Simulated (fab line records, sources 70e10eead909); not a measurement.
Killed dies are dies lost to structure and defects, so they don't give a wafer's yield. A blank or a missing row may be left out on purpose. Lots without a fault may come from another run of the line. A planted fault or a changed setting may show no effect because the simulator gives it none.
A struck lot beside a sound one | flow nand_harc | 14 steps out of a route of 1302
Sound: wafers L447.3, L447.4, L447.6. Struck: wafer L457.3. (L457.1, L457.2 of the same lot were not struck and are left out.) The cause comes at the end.
At each step with rows: each side's tool, then ch and its chambers, then its first start. Under that, the readings that differ: sound wafers | struck wafers | difference of the means | sigmas: that difference in standard deviations of wafers without a fault.
alike: readings whose means differ by less than 2 such deviations, and words and numbers that are the same on both sides. not compared: withheld readings, readings that some wafer has no value for, bounds like >300 that may hide the same value, and numbers for which the record gives no deviation and whose values overlap.
The two part at a step that has a row with sigmas, a row that says differs or no value, or rows on one side only. Numbers that don't overlap but have no deviation are shown without sigmas and don't part them. A reading that every wafer of one side lacks parts them only if that side has two wafers or more.

NHARC_A_SOURCE_PLATE_THK_MEAS_06: measures by ellipsometry.
  sound on film_metro-02, day 10 19:25; struck on film_metro-01, day 15 10:26
  alike: thk_nm
NHARC_A_SOURCE_PLATE_INSPECT_08:
  sound on defect_inspect-02, day 10 19:28; struck on defect_inspect-02, day 15 10:33
  alike: raw_defect_count
then, 1 step without rows for these wafers: NHARC_A_ONON_D1_DEP_00 (target thk 1000 nm).
NHARC_A_ONON_D1_THK_MEAS_02: measures by ellipsometry.
  sound on film_metro-02, day 10 20:03; struck on film_metro-01, day 15 11:08
  reading     | sound       | struck | difference | sigmas
  thk_nm (nm) | 977 979 979 | 1002   | +24        | +3
then, 1 step without rows for these wafers: NHARC_A_ONON_D1_DEP_03 (target thk 1000 nm).
NHARC_A_ONON_D1_THK_MEAS_05: measures by ellipsometry.
  sound on film_metro-01, day 10 20:37; struck on film_metro-02, day 15 11:43
  alike: thk_nm
then, 1 step without rows for these wafers: NHARC_A_ONON_D1_DEP_06 (target thk 1000 nm).
NHARC_A_ONON_D1_THK_MEAS_08: measures by ellipsometry.
  sound on film_metro-01, day 10 21:11; struck on film_metro-01, day 15 12:17
  alike: thk_nm
then, 1 step without rows for these wafers: NHARC_A_ONON_D1_DEP_09 (target thk 1000 nm).
NHARC_A_ONON_D1_THK_MEAS_11: measures by ellipsometry.
  sound on film_metro-02, day 10 21:44; struck on film_metro-02, day 15 12:52
  alike: thk_nm
NHARC_A_ONON_D1_DEP_12: target thk 1000 nm.
  sound on pecvd_onon-02 ch 0, day 10 21:55; struck on pecvd_onon-03 ch 0, day 15 12:55
  alike: n2o_flow_sccm
NHARC_A_ONON_D1_THK_MEAS_14: measures by ellipsometry.
  sound on film_metro-02, day 10 22:19; struck on film_metro-02, day 15 13:25
  reading     | sound          | struck | difference | sigmas
  thk_nm (nm) | 1010 1009 1008 | 1577   | +568       | +59
then, 1 step without rows for these wafers: NHARC_A_ONON_D1_ANNEAL_15 (time 3600 s).
-- the record jumps here: 18 days lie between the struck wafers' starts before and after (it left off in module A_ONON_D1 and takes up again in module END, whose first step shown is number 1302 of the route) --
NHARC_END_SORT_01:
  the record has rows for the struck wafers here (prober-01 ch 0, day 33 02:55) and none for the sound ones

WHERE THEY PART
First at NHARC_A_ONON_D1_THK_MEAS_02; last, within this record, at NHARC_END_SORT_01.

WHY: what the simulator had put in
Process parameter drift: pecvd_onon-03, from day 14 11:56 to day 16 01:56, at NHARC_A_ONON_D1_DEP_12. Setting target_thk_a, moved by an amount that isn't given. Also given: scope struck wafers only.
